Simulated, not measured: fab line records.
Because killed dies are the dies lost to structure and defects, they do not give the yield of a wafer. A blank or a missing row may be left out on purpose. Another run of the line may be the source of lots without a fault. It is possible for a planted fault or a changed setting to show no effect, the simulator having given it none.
A struck lot beside a sound one | flow n5_finfet | 16 steps out of a route of 1938
Sound: these wafers, L995.2, L995.5, L995.6. Wafers struck: L110.2, L110.4, L110.5. Last of all comes the cause.
At each step with rows: each side's tool, then ch and its chambers, then its first start. Under that, the readings that differ: sound wafers | struck wafers | difference of the means | sigmas: that difference in standard deviations of wafers without a fault.
alike: readings whose means differ by less than 2 such deviations, and words and numbers that are the same on both sides. not compared: withheld readings, readings that some wafer has no value for, bounds like >300 that may hide the same value, and numbers for which the record gives no deviation and whose values overlap.
Wherever a step has rows on one side only, a row that says differs or no value, or a row with sigmas, the two part there. Numbers that have no deviation but don't overlap get no sigmas and don't part them. A reading that every wafer of one side lacks parts them only if that side has two wafers or more.

first, 8 steps without rows for these wafers: N5_HKMG_FIN_COAT_41 (time 60 s, resist thk 300 nm); N5_HKMG_FIN_COAT_42 (time 60 s, resist thk 35 nm); N5_HKMG_FIN_COAT_43 (resist thk 90 nm); N5_HKMG_FIN_EBR_45; N5_HKMG_FIN_SOFTBAKE_44 (time 60 s); N5_HKMG_FIN_EXPOSE_46 (exposes mask NDIPOLE); N5_HKMG_FIN_PEB_47 (peb time 60 s); N5_HKMG_FIN_DEVELOP_48 (develop time 30 s).
N5_HKMG_FIN_CD_MEAS_49: the cd target is 202 nm.
  sound on cd_sem-01 ch 0, day 5 14:46; struck on cd_sem-03 ch 0, day 8 19:11
  alike: cd_nm
N5_HKMG_FIN_OVL_MEAS_50:
  sound on overlay-02 ch 0, day 5 14:47; struck on overlay-02 ch 0, day 8 19:13
  alike: NDIPOLE_OVL
N5_HKMG_FIN_INSPECT_61: inspects for defects (macro).
  sound on defect_inspect-01, day 5 14:49; struck on defect_inspect-02, day 8 19:14
  alike: raw_defect_count
N5_HKMG_FIN_DESCUM_53: chemistry O2, time 7.9 s.
  sound on rie_diel-02 ch 0,1,3, day 5 14:51; struck on rie_diel-01 ch 1,2, day 8 19:17
  reading                     | sound       | struck      | difference | sigmas
  drypump_motor_current_A (A) | 5.1 5.7 4.6 | 6.1 5.9 6.1 | +0.9       | +2
  alike: oes_product_au, rf_vpp_V, showerhead_plenum_p_Torr, throttle_valve_pct
  not compared: rf_hours_counter_h
N5_HKMG_FIN_ETCH_54: etches SiARC in CF4, target depth 45.5 nm, time 75.8 s.
  sound on rie_diel-02 ch 0,1,3, day 5 14:53; struck on rie_diel-01 ch 1,2, day 8 19:19
  no value came back on the struck wafers for any of 8 readings (bias_w (W), cf4_flow_sccm (sccm) and others); on the sound wafers bias_w (W) reads 35.93 35.81 36.03
  reading                                       | sound          | struck         | difference | sigmas
  model.CAR-ArF_of_HKMG_FIN_COAT_43.thk_nm (nm) | 51.2 51.4 50.8 | 83.6 83.6 83.4 | +32.4      |
  not compared: rf_hours_counter_h
N5_HKMG_FIN_ETCH_55: etches SOC in N2/H2, target depth 240 nm, time 300 s.
  sound on rie_diel-02 ch 0,1,3, day 5 14:56; struck on rie_diel-01 ch 1,2, day 8 19:22
  reading                     | sound       | struck      | difference | sigmas
  drypump_motor_current_A (A) | 5.1 5.7 4.7 | 6.1 5.9 6.1 | +0.9       | +2
  alike: bias_w, chamber_pressure_mTorr, oes_product_au, rf_vpp_V, showerhead_plenum_p_Torr, throttle_valve_pct
  not compared: rf_hours_counter_h
N5_BEOL_M4_RC_MEAS_101:
  the record has rows for the sound wafers here (prober-02 ch 0, day 9 08:02) and none for the struck ones
-- record jumps: 8 days separate the struck wafers' starts on either side; left off in module BEOL_M4, taken up again in module PASSIVATION, whose first shown step is the route's number 1936 --
N5_PASSIVATION_PROBE_49:
  rows exist in the record for the struck wafers here (prober-01, day 17 02:47), but not for the sound ones

== WHERE THEY PART ==
At N5_HKMG_FIN_DESCUM_53 first; at N5_PASSIVATION_PROBE_49 last (within this record only).

WHY: the cause the simulator had injected
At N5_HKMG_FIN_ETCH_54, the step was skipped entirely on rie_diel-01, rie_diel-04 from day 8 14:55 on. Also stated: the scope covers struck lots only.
